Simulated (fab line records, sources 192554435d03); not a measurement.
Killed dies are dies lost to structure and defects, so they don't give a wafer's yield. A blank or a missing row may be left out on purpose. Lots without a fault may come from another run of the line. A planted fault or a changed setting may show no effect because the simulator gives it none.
Which tool did it? | flow n5_finfet | 24 lots, 72 wafers sampled, at 5 steps of a route of 1938

WHAT THE GAUGES READ, wafer by wafer
N5_DUMMY_GATE_INSPECT_27: inspects for defects (brightfield). Usual: raw_defect_count 311, standard deviation 78.
lot  | measured    | on                | raw_defect_count | flag
L074 | day 2 22:26 | defect_inspect-01 | 365 506 424      |
L075 | day 3 06:16 | defect_inspect-01 | 203 206 199      |
L076 | day 3 13:47 | defect_inspect-02 | 249 288 268      |
L077 | day 3 19:38 | defect_inspect-02 | 272 433 312      |
L078 | day 4 03:33 | defect_inspect-02 | 286 407 359      |
L079 | day 4 11:59 | defect_inspect-02 | 307 340 307      |
L080 | day 4 12:33 | defect_inspect-01 | 327 320 323      |
L081 | day 4 17:21 | defect_inspect-02 | 259 236 308      |
L082 | day 4 23:41 | defect_inspect-01 | 272 352 304      |
L083 | day 5 04:03 | defect_inspect-02 | 384 312 276      |
L084 | day 5 13:10 | defect_inspect-02 | 289 288 344      |
L085 | day 5 17:47 | defect_inspect-02 | 262 222 312      |
L086 | day 6 01:56 | defect_inspect-02 | 390 276 250      |
L087 | day 6 09:53 | defect_inspect-02 | 348 350 252      |
L088 | day 6 12:44 | defect_inspect-02 | 316 312 164      |
L089 | day 6 18:40 | defect_inspect-02 | 202 282 220      |
L090 | day 7 00:07 | defect_inspect-02 | 432 325 228      |
L091 | day 7 05:19 | defect_inspect-02 | 191 208 231      |
L092 | day 7 09:48 | defect_inspect-02 | 360 223 266      |
L093 | day 7 17:51 | defect_inspect-02 | 389 422 466      |
L094 | day 7 23:22 | defect_inspect-02 | 304 509 481      |
L095 | day 8 08:04 | defect_inspect-02 | 258 226 342      |
L096 | day 8 10:55 | defect_inspect-02 | 258 291 306      |
L097 | day 8 19:13 | defect_inspect-02 | 281 228 290      |

N5_SD_EPI_N_INSPECT_11: inspects for defects (macro). Usual: raw_defect_count 1.8, standard deviation 1.3.
lot  | measured    | on                | raw_defect_count | flag
L074 | day 2 23:30 | defect_inspect-02 | 1 2 2            |
L075 | day 3 07:20 | defect_inspect-01 | 4 2 3            |
L076 | day 3 15:14 | defect_inspect-02 | 2 2 4            |
L077 | day 3 20:34 | defect_inspect-01 | 3 0 4            |
L078 | day 4 04:37 | defect_inspect-02 | 2 4 3            |
L079 | day 4 13:02 | defect_inspect-02 | 2 2 4            |
L080 | day 4 13:37 | defect_inspect-02 | 3 2 1            |
L081 | day 4 18:45 | defect_inspect-02 | 3 2 1            |
L082 | day 5 00:47 | defect_inspect-02 | 2 3 2            |
L083 | day 5 07:17 | defect_inspect-02 | 5 1 3            |
L084 | day 5 14:13 | defect_inspect-01 | 3 3 0            |
L085 | day 5 19:13 | defect_inspect-01 | 1 0 3            |
L086 | day 6 02:52 | defect_inspect-01 | 0 4 2            |
L087 | day 6 11:22 | defect_inspect-02 | 3 1 2            |
L088 | day 6 14:03 | defect_inspect-02 | 0 1 0            |
L089 | day 6 19:43 | defect_inspect-01 | 1 1 1            |
L090 | day 7 01:10 | defect_inspect-02 | 1 0 2            |
L091 | day 7 06:34 | defect_inspect-01 | 1 1 0            |
L092 | day 7 11:58 | defect_inspect-02 | 0 1 1            |
L093 | day 7 18:47 | defect_inspect-01 | 3 2 1            |
L094 | day 8 00:36 | defect_inspect-02 | 0 2 3            |
L095 | day 8 09:14 | defect_inspect-02 | 1 1 2            |
L096 | day 8 11:59 | defect_inspect-01 | 3 0 1            |
L097 | day 8 21:32 | defect_inspect-02 | 2 4 1            |

WHICH TOOL RAN EACH LOT (tool, then ch and the chambers of the sampled wafers, then the start)
lot  | N5_DUMMY_GATE_STRIP_41            | N5_DUMMY_GATE_ETCH_23           | N5_DUMMY_GATE_ETCH_44
L074 | rie_diel-03 ch 2,3, day 2 21:37   | rie_si-02 ch 0,2, day 2 21:51   | rie_si-02 ch 0,2, day 2 21:55
L075 | rie_diel-06 ch 0,2,3, day 3 05:35 | rie_si-06 ch 0,1,2, day 3 05:49 | rie_si-06 ch 0,1,2, day 3 05:52
L076 | rie_diel-05 ch 0,1, day 3 13:05   | rie_si-01 ch 2,3, day 3 13:19   | rie_si-01 ch 2,3, day 3 13:23
L077 | rie_diel-03 ch 0,1,3, day 3 18:49 | rie_si-02 ch 0,1,3, day 3 19:03 | rie_si-02 ch 0,1,3, day 3 19:07
L078 | rie_diel-06 ch 0,2,3, day 4 02:52 | rie_si-01 ch 0,1,3, day 4 03:06 | rie_si-01 ch 0,1,3, day 4 03:10
L079 | rie_diel-03 ch 0,1,3, day 4 11:04 | rie_si-06 ch 0,1, day 4 11:18   | rie_si-06 ch 0,1, day 4 11:22
L080 | rie_diel-05 ch 2,3, day 4 11:52   | rie_si-02 ch 1,2,3, day 4 12:06 | rie_si-02 ch 1,2,3, day 4 12:10
L081 | rie_diel-06 ch 0,1,2, day 4 16:38 | rie_si-02 ch 1,2,3, day 4 16:52 | rie_si-02 ch 1,2,3, day 4 16:56
L082 | rie_diel-06 ch 0,1, day 4 22:59   | rie_si-02 ch 0,3, day 4 23:13   | rie_si-02 ch 0,3, day 4 23:16
L083 | rie_diel-06 ch 0,1,2, day 5 03:21 | rie_si-01 ch 1,2, day 5 03:35   | rie_si-01 ch 1,2, day 5 03:38
L084 | rie_diel-03 ch 1,2,3, day 5 12:28 | rie_si-06 ch 0,1, day 5 12:42   | rie_si-06 ch 0,1, day 5 12:46
L085 | rie_diel-05 ch 0,2, day 5 17:05   | rie_si-06 ch 1,2,3, day 5 17:19 | rie_si-06 ch 1,2,3, day 5 17:23
L086 | rie_diel-03 ch 1,2,3, day 6 01:14 | rie_si-06 ch 0,1,2, day 6 01:29 | rie_si-06 ch 0,1,2, day 6 01:32
L087 | rie_diel-05 ch 2,3, day 6 09:08   | rie_si-06 ch 0,3, day 6 09:22   | rie_si-06 ch 0,3, day 6 09:25
L088 | rie_diel-06 ch 0,1, day 6 12:00   | rie_si-06 ch 0,2,3, day 6 12:14 | rie_si-06 ch 0,2,3, day 6 12:17
L089 | rie_diel-06 ch 1,3, day 6 17:48   | rie_si-02 ch 0,1,3, day 6 18:07 | rie_si-02 ch 0,1,3, day 6 18:11
L090 | rie_diel-03 ch 0,1,2, day 6 23:26 | rie_si-01 ch 1,2,3, day 6 23:40 | rie_si-01 ch 1,2,3, day 6 23:43
L091 | rie_diel-06 ch 1,2,3, day 7 04:37 | rie_si-02 ch 0,1,2, day 7 04:52 | rie_si-02 ch 0,1,2, day 7 04:55
L092 | rie_diel-06 ch 0,2,3, day 7 09:07 | rie_si-02 ch 0,1,2, day 7 09:20 | rie_si-02 ch 0,1,2, day 7 09:24
L093 | rie_diel-06 ch 0,1,2, day 7 17:10 | rie_si-01 ch 0,1,2, day 7 17:24 | rie_si-01 ch 0,1,2, day 7 17:27
L094 | rie_diel-06 ch 0,1,2, day 7 22:40 | rie_si-06 ch 0,2, day 7 22:55   | rie_si-06 ch 0,2, day 7 22:58
L095 | rie_diel-05 ch 0,1,2, day 8 07:22 | rie_si-01 ch 0,3, day 8 07:36   | rie_si-01 ch 0,3, day 8 07:40
L096 | rie_diel-06 ch 0,2,3, day 8 10:14 | rie_si-06 ch 0,1,2, day 8 10:28 | rie_si-06 ch 0,1,2, day 8 10:32
L097 | rie_diel-03 ch 0,1,3, day 8 18:27 | rie_si-02 ch 0,1,3, day 8 18:41 | rie_si-02 ch 0,1,3, day 8 18:44
- N5_DUMMY_GATE_STRIP_41: strips in O2.
- N5_DUMMY_GATE_ETCH_23: etches poly-Si in HBr/Cl2/O2, target depth 41 nm, time 22.3 s.
- N5_DUMMY_GATE_ETCH_44: etches poly-Si in HBr/O2, stops on SiO2, target depth 127.5 nm.

WHAT THE TOOLS THEMSELVES READ (means of the sampled wafers that have a number; where no wafer has one, the mark that the record gives instead)
N5_DUMMY_GATE_STRIP_41. Usual: drypump_motor_current_A 5.42 A, standard deviation 0.29; oes_product_au 0.74 a.u., standard deviation 0.065; rf_vpp_V 3.7 V, standard deviation 0.52; showerhead_plenum_p_Torr 2.13 Torr, standard deviation 0.046; throttle_valve_pct 16.73 %, standard deviation 0.2.
lot  | tool        | drypump_motor_current_A (A) | oes_product_au (a.u.) | rf_vpp_V (V) | showerhead_plenum_p_Torr (Torr) | throttle_valve_pct (%) | flag
L074 | rie_diel-03 | 5.19                        | 0.72                  | 3.7          | 2.13                            | 16.81                  |
L075 | rie_diel-06 | 5.43                        | 0.76                  | 3.6          | 2.14                            | 16.77                  |
L076 | rie_diel-05 | 5.32                        | 0.69                  | 3.6          | 2.09                            | 16.72                  |
L077 | rie_diel-03 | 5.46                        | 0.77                  | 3.5          | 2.16                            | 16.60                  |
L078 | rie_diel-06 | 5.45                        | 0.76                  | 3.6          | 2.14                            | 16.79                  |
L079 | rie_diel-03 | 5.46                        | 0.77                  | 4.2          | 2.15                            | 16.59                  |
L080 | rie_diel-05 | 5.43                        | 0.75                  | 3.9          | 2.12                            | 16.66                  |
L081 | rie_diel-06 | 5.48                        | 0.75                  | 3.9          | 2.15                            | 16.78                  |
L082 | rie_diel-06 | 5.19                        | 0.74                  | 3.5          | 2.19                            | 16.67                  |
L083 | rie_diel-06 | 5.48                        | 0.73                  | 3.9          | 2.15                            | 16.79                  |
L084 | rie_diel-03 | 5.21                        | 0.75                  | 4.3          | 2.15                            | 16.75                  |
L085 | rie_diel-05 | 5.46                        | 0.70                  | 3.6          | 2.14                            | 16.76                  |
L086 | rie_diel-03 | 5.24                        | 0.75                  | 4.3          | 2.15                            | 16.76                  |
L087 | rie_diel-05 | 5.56                        | 0.71                  | 3.9          | 2.13                            | 16.69                  |
L088 | rie_diel-06 | 5.32                        | 0.71                  | 4.0          | 2.16                            | 16.75                  |
L089 | rie_diel-06 | 5.36                        | 0.71                  | 2.9          | 2.11                            | 16.83                  |
L090 | rie_diel-03 | 5.50                        | 0.75                  | 3.3          | 2.13                            | 16.63                  |
L091 | rie_diel-06 | 5.55                        | 0.71                  | 4.1          | 2.11                            | 16.89                  |
L092 | rie_diel-06 | 5.44                        | 0.73                  | 3.3          | 2.13                            | 16.83                  |
L093 | rie_diel-06 | 5.47                        | 0.73                  | 3.2          | 2.14                            | 16.83                  |
L094 | rie_diel-06 | 5.47                        | 0.72                  | 4.3          | 2.14                            | 16.82                  |
L095 | rie_diel-05 | 5.38                        | 0.86                  | 3.8          | 2.11                            | 16.48                  |
L096 | rie_diel-06 | 5.43                        | 0.73                  | 3.8          | 2.13                            | 16.84                  |
L097 | rie_diel-03 | 5.45                        | 0.74                  | 3.4          | 2.14                            | 16.66                  |

N5_DUMMY_GATE_ETCH_23. Usual: drypump_motor_current_A 5.6 A, standard deviation 0.5; oes_product_au 1.000 a.u., standard deviation 0.015; throttle_valve_pct 37.2 %, standard deviation 0.35.
lot  | tool      | drypump_motor_current_A (A) | oes_product_au (a.u.) | throttle_valve_pct (%) | flag
L074 | rie_si-02 | 5.6                         | 1.010                 | 37.6                   |
L075 | rie_si-06 | 5.1                         | 1.009                 | 37.3                   |
L076 | rie_si-01 | 5.7                         | 1.000                 | 36.9                   |
L077 | rie_si-02 | 5.9                         | 1.010                 | 37.0                   |
L078 | rie_si-01 | 5.9                         | 1.003                 | 37.2                   |
L079 | rie_si-06 | 4.9                         | 1.013                 | 37.2                   |
L080 | rie_si-02 | 5.9                         | 1.004                 | 37.4                   |
L081 | rie_si-02 | 5.9                         | 0.999                 | 37.4                   |
L082 | rie_si-02 | 6.1                         | 1.003                 | 36.9                   |
L083 | rie_si-01 | 5.7                         | 0.983                 | 36.8                   |
L084 | rie_si-06 | 4.9                         | 1.011                 | 37.2                   |
L085 | rie_si-06 | 5.1                         | 0.991                 | 37.3                   |
L086 | rie_si-06 | 5.1                         | 1.009                 | 37.3                   |
L087 | rie_si-06 | 5.1                         | 0.996                 | 37.0                   |
L088 | rie_si-06 | 5.3                         | 0.992                 | 37.1                   |
L089 | rie_si-02 | 5.9                         | 1.018                 | 37.0                   |
L090 | rie_si-01 | 5.7                         | 0.990                 | 37.0                   |
L091 | rie_si-02 | 5.6                         | 1.002                 | 37.4                   |
L092 | rie_si-02 | 5.6                         | 1.011                 | 37.4                   |
L093 | rie_si-01 | 5.9                         | 1.004                 | 37.0                   |
L094 | rie_si-06 | 5.3                         | 1.003                 | 37.1                   |
L095 | rie_si-01 | 6.1                         | 0.998                 | 37.3                   |
L096 | rie_si-06 | 5.1                         | 1.007                 | 37.3                   |
L097 | rie_si-02 | 5.9                         | 1.000                 | 37.0                   |

N5_DUMMY_GATE_ETCH_44. Usual: drypump_motor_current_A 5.6 A, standard deviation 0.49; oes_product_au 0.730 a.u., standard deviation 0.012; throttle_valve_pct 18.42 %, standard deviation 0.24.
lot  | tool      | drypump_motor_current_A (A) | oes_product_au (a.u.) | throttle_valve_pct (%) | flag
L074 | rie_si-02 | 5.6                         | 0.733                 | 18.78                  |
L075 | rie_si-06 | 5.1                         | 0.743                 | 18.45                  |
L076 | rie_si-01 | 5.7                         | 0.727                 | 18.31                  |
L077 | rie_si-02 | 5.9                         | 0.731                 | 18.32                  |
L078 | rie_si-01 | 5.9                         | 0.717                 | 18.50                  |
L079 | rie_si-06 | 4.9                         | 0.737                 | 18.37                  |
L080 | rie_si-02 | 5.9                         | 0.731                 | 18.49                  |
L081 | rie_si-02 | 5.9                         | 0.724                 | 18.50                  |
L082 | rie_si-02 | 6.1                         | 0.730                 | 18.19                  |
L083 | rie_si-01 | 5.7                         | 0.728                 | 18.17                  |
L084 | rie_si-06 | 4.9                         | 0.743                 | 18.36                  |
L085 | rie_si-06 | 5.1                         | 0.733                 | 18.46                  |
L086 | rie_si-06 | 5.1                         | 0.728                 | 18.44                  |
L087 | rie_si-06 | 5.1                         | 0.733                 | 18.33                  |
L088 | rie_si-06 | 5.3                         | 0.734                 | 18.40                  |
L089 | rie_si-02 | 5.9                         | 0.729                 | 18.32                  |
L090 | rie_si-01 | 5.7                         | 0.723                 | 18.38                  |
L091 | rie_si-02 | 5.6                         | 0.738                 | 18.62                  |
L092 | rie_si-02 | 5.6                         | 0.727                 | 18.62                  |
L093 | rie_si-01 | 5.9                         | 0.724                 | 18.29                  |
L094 | rie_si-06 | 5.3                         | 0.743                 | 18.39                  |
L095 | rie_si-01 | 6.1                         | 0.727                 | 18.56                  |
L096 | rie_si-06 | 5.1                         | 0.741                 | 18.44                  |
L097 | rie_si-02 | 5.9                         | 0.734                 | 18.33                  |

THE ANSWER, worked out from the rows above alone
Rule: a lot is off if the mean of its wafers that have a number lies more than 3 standard deviations from the usual mean. A lot without any number at a reading at which 4 lots or more have one is off too. The other lots that the step has rows for count as sound. The gauges are gone through in route order, then the tools' own readings, and for those a lot's mean is taken as printed above. The first step at which some lot is off is used, and at that step the reading that is off furthest; a lot without a number counts as furthest.
No lot is off at any reading shown: from this, nothing can be told.

WHAT THE SIMULATOR HAD PUT IN
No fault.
